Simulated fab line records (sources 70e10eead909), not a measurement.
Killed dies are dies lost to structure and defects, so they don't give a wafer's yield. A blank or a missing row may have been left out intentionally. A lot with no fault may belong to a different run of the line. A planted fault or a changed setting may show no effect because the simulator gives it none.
Chamber matching || flow nand-harc || rie-diel-01 running NHARC_A_CHANNEL_HOLE_D1_DESCUM_15: 4 sister chambers
The step chemistry O2, time 3 s. 8 wafers are shown with their chamber, then 8 later ones without.

== WAFERS WITH THEIR CHAMBER ==
{"wafer": "L670.5", "chamber": 2, "showerhead-plenum-p-Torr (Torr)": 1.99, "drypump-motor-current-A (A)": 5.70}
{"wafer": "L672.1", "chamber": 3, "showerhead-plenum-p-Torr (Torr)": 1.79, "drypump-motor-current-A (A)": 5.29}
{"wafer": "L672.6", "chamber": 0, "showerhead-plenum-p-Torr (Torr)": 2.05, "drypump-motor-current-A (A)": 5.60}
{"wafer": "L679.3", "chamber": 0, "showerhead-plenum-p-Torr (Torr)": 2.05, "drypump-motor-current-A (A)": 5.61}
{"wafer": "L679.4", "chamber": 3, "showerhead-plenum-p-Torr (Torr)": 1.79, "drypump-motor-current-A (A)": 5.31}
{"wafer": "L681.4", "chamber": 2, "showerhead-plenum-p-Torr (Torr)": 1.98, "drypump-motor-current-A (A)": 5.71}
{"wafer": "L681.5", "chamber": 1, "showerhead-plenum-p-Torr (Torr)": 1.92, "drypump-motor-current-A (A)": 5.36}
{"wafer": "L682.2", "chamber": 1, "showerhead-plenum-p-Torr (Torr)": 1.92, "drypump-motor-current-A (A)": 5.38}

== WAFERS WITHOUT THEIR CHAMBER ==
{"wafer": "L682.4", "showerhead-plenum-p-Torr (Torr)": 2.05, "drypump-motor-current-A (A)": 5.66}
{"wafer": "L682.5", "showerhead-plenum-p-Torr (Torr)": 2.05, "drypump-motor-current-A (A)": 5.61}
{"wafer": "L683.1", "showerhead-plenum-p-Torr (Torr)": 1.98, "drypump-motor-current-A (A)": 5.67}
{"wafer": "L683.2", "showerhead-plenum-p-Torr (Torr)": 1.78, "drypump-motor-current-A (A)": 5.31}
{"wafer": "L683.4", "showerhead-plenum-p-Torr (Torr)": 1.92, "drypump-motor-current-A (A)": 5.37}
{"wafer": "L686.2", "showerhead-plenum-p-Torr (Torr)": 1.98, "drypump-motor-current-A (A)": 5.74}
{"wafer": "L686.4", "showerhead-plenum-p-Torr (Torr)": 1.92, "drypump-motor-current-A (A)": 5.37}
{"wafer": "L686.6", "showerhead-plenum-p-Torr (Torr)": 2.05, "drypump-motor-current-A (A)": 5.62}

== EACH ONE'S CHAMBER ==
{"wafer": "L682.4", "from the rows above": 0, "in truth": 0}
{"wafer": "L682.5", "from the rows above": 0, "in truth": 0}
{"wafer": "L683.1", "from the rows above": 2, "in truth": 2}
{"wafer": "L683.2", "from the rows above": 3, "in truth": 3}
{"wafer": "L683.4", "from the rows above": 1, "in truth": 1}
{"wafer": "L686.2", "from the rows above": 2, "in truth": 2}
{"wafer": "L686.4", "from the rows above": 1, "in truth": 1}
{"wafer": "L686.6", "from the rows above": 0, "in truth": 0}
Correctly placed: 8 of 8. From these rows, 0 cannot be placed. Wrongly placed: 0.
How it was worked out, from the rows above alone: a wafer's distance from a chamber is the root of the sum, over the readings, of the square of ((its reading less the chamber's mean) divided by the reading's scatter). The wafer belongs to the nearest chamber; if the next one is less than 2 further off, it can't be placed. A chamber's mean is the mean of its shown wafers. The scatter: take each reading less its chamber's mean, square it, sum over the shown wafers, divide by the number of wafers less the number of chambers, and take the root.
